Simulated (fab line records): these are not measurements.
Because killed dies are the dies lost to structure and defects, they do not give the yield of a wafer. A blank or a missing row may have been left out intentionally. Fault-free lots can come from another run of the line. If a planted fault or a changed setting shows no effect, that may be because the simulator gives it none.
Chamber matching -- flow nandHarc -- 4 sister chambers for NHARC_P_GATE_DESCUM_93 on rieDiel-01
The step chemistry O2, time 3 s. 4 wafers are shown with their chamber, then 12 later ones without.

== EACH WAFER AND ITS CHAMBER ==
wafer,chamber,showerheadPlenumPTorr (Torr)
L089.2,3,1.93
L089.4,2,1.90
L089.5,0,1.95
L089.6,1,1.84

== WAFERS WHOSE CHAMBER IS MISSING ==
wafer,showerheadPlenumPTorr (Torr)
L092.3,1.95
L092.4,1.93
L092.5,1.90
L093.1,1.93
L093.5,1.93
L093.6,1.89
L095.1,1.84
L095.4,1.93
L095.5,1.95
L096.2,1.84
L096.4,1.89
L096.5,1.84

== THE CHAMBER EACH PASSED THROUGH ==
wafer,from the rows above,in truth
L092.3,0,0
L092.4,3,3
L092.5,2,2
L093.1,3,3
L093.5,3,3
L093.6,2,2
L095.1,1,1
L095.4,3,3
L095.5,0,0
L096.2,1,1
L096.4,2,2
L096.5,1,1
Placed correctly: 12 of 12. Can't be placed from these rows: 0. Placed wrongly: 0.
How it was worked out, from the rows above alone: a wafer's distance from a chamber is the root of the sum, over the readings, of the square of ((its reading less the chamber's mean) divided by the reading's scatter). The wafer belongs to the nearest chamber; if the next one is less than 2 further off, it can't be placed. Each chamber's mean is taken over the wafers shown for it. The scatter: root of mean squared gap, hidden wafer to nearest shown wafer, with one shown wafer a chamber.
